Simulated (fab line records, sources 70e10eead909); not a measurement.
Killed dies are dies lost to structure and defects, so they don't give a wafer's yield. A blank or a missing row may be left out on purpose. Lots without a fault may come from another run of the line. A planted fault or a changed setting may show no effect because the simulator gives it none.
A struck lot beside a sound one | flow nand_harc | 14 steps out of a route of 1302
Sound: wafers L669.1, L669.3, L669.4. Struck: wafer L658.4. (L658.1 of the same lot was not struck and is left out.) The cause comes at the end.
At each step with rows: each side's tool, then ch and its chambers, then its first start. Under that, the readings that differ: sound wafers | struck wafers | difference of the means | sigmas: that difference in standard deviations of wafers without a fault.
alike: readings whose means differ by less than 2 such deviations, and words and numbers that are the same on both sides. not compared: withheld readings, readings that some wafer has no value for, bounds like >300 that may hide the same value, and numbers for which the record gives no deviation and whose values overlap.
The two part at a step that has a row with sigmas, a row that says differs or no value, or rows on one side only. Numbers that don't overlap but have no deviation are shown without sigmas and don't part them. A reading that every wafer of one side lacks parts them only if that side has two wafers or more.

NHARC_A_SLIT_ETCH_26: etches the open film in C4F8/O2/Ar, time 90 s, target depth 400 nm.
  sound on har_etch-01 ch 0,1, day 27 09:29; struck on har_etch-02 ch 1, day 22 16:00
  reading                         | sound          | struck | difference | sigmas
  showerhead_plenum_p_Torr (Torr) | 3.63 3.63 3.58 | 3.93   | +0.32      | +2
  alike: drypump_motor_current_A, throttle_valve_pct
  not compared: rf_hours_counter_h
then, 1 step without rows for these wafers: NHARC_A_SLIT_STRIP_28 (strips in O2/COS).
NHARC_A_SLIT_ETCH_29: etches the open film in CF4/O2, target depth 100 nm, overetch 10 nm, time 55 s.
  sound on rie_diel-04 ch 1,2,3, day 27 10:22; struck on rie_diel-12 ch 2, day 22 16:53
  reading                | sound       | struck | difference | sigmas
  rf_hours_counter_h (h) | 4.8 3.8 3.5 | 6.3    | +2.3       |
  alike: drypump_motor_current_A, oes_o_777_au, oes_product_au, rf_vpp_V, showerhead_plenum_p_Torr, throttle_valve_pct
NHARC_A_SLIT_STRIP_18: strips in O2.
  sound on rie_diel-04 ch 0,2,3; struck on rie_diel-12 ch 0
  reading                | sound       | struck | difference | sigmas
  rf_hours_counter_h (h) | 4.6 3.8 4.9 | 5.5    | +1.1       |
  alike: drypump_motor_current_A, oes_product_au, rf_vpp_V, showerhead_plenum_p_Torr, throttle_valve_pct
then, 2 steps without rows for these wafers: NHARC_A_SLIT_PRECLEAN_19 (cleans in SC1); NHARC_A_SLIT_SRD_20.
NHARC_A_SLIT_CD_MEAS_21:
  sound on cd_sem-02, day 27 10:54; struck on cd_sem-01, day 22 17:25
  alike: cd_nm
then, 3 steps without rows for these wafers: NHARC_A_SIN_REMOVE_WET_00 (chemistry H3PO4, time 15300 s); NHARC_A_SIN_REMOVE_PRECLEAN_01 (cleans in SC1); NHARC_A_SIN_REMOVE_SRD_02.
NHARC_A_SIN_REMOVE_INSPECT_04:
  sound on defect_inspect-01, day 27 17:35; struck on defect_inspect-02, day 23 00:03
  alike: raw_defect_count
NHARC_A_WL_FILL_ALD_00: deposits Al2O3, target thk 3 nm, pulse time 3 s, ald cycles 30.
  sound on ald_hk-02 ch 1,2,3, day 27 17:38; struck on ald_hk-01 ch 3, day 23 00:07
  reading    | sound    | struck | difference | sigmas
  ald_cycles | 30 30 30 | 35     | +5         |
  alike: heater_power_outer_w, heater_power_w, precursor_pulse_height_rel
NHARC_A_WL_FILL_RTA_01: time 5 s.
  sound on rtp_anneal-02 ch 0, day 27 17:54; struck on rtp_anneal-01 ch 0, day 23 00:23
  alike: lamp_power_pct, lamp_zone_1_pct, wafer_temp_C_max
then, 1 step without rows for these wafers: NHARC_END_SORT_01.

WHERE THEY PART
Only at NHARC_A_SLIT_ETCH_26, within this record. Later steps at which nothing parts them and some readings are alike: NHARC_A_SLIT_ETCH_29, NHARC_A_SLIT_STRIP_18, NHARC_A_SLIT_CD_MEAS_21, NHARC_A_SIN_REMOVE_INSPECT_04, NHARC_A_WL_FILL_ALD_00, NHARC_A_WL_FILL_RTA_01.

WHY: what the simulator had put in
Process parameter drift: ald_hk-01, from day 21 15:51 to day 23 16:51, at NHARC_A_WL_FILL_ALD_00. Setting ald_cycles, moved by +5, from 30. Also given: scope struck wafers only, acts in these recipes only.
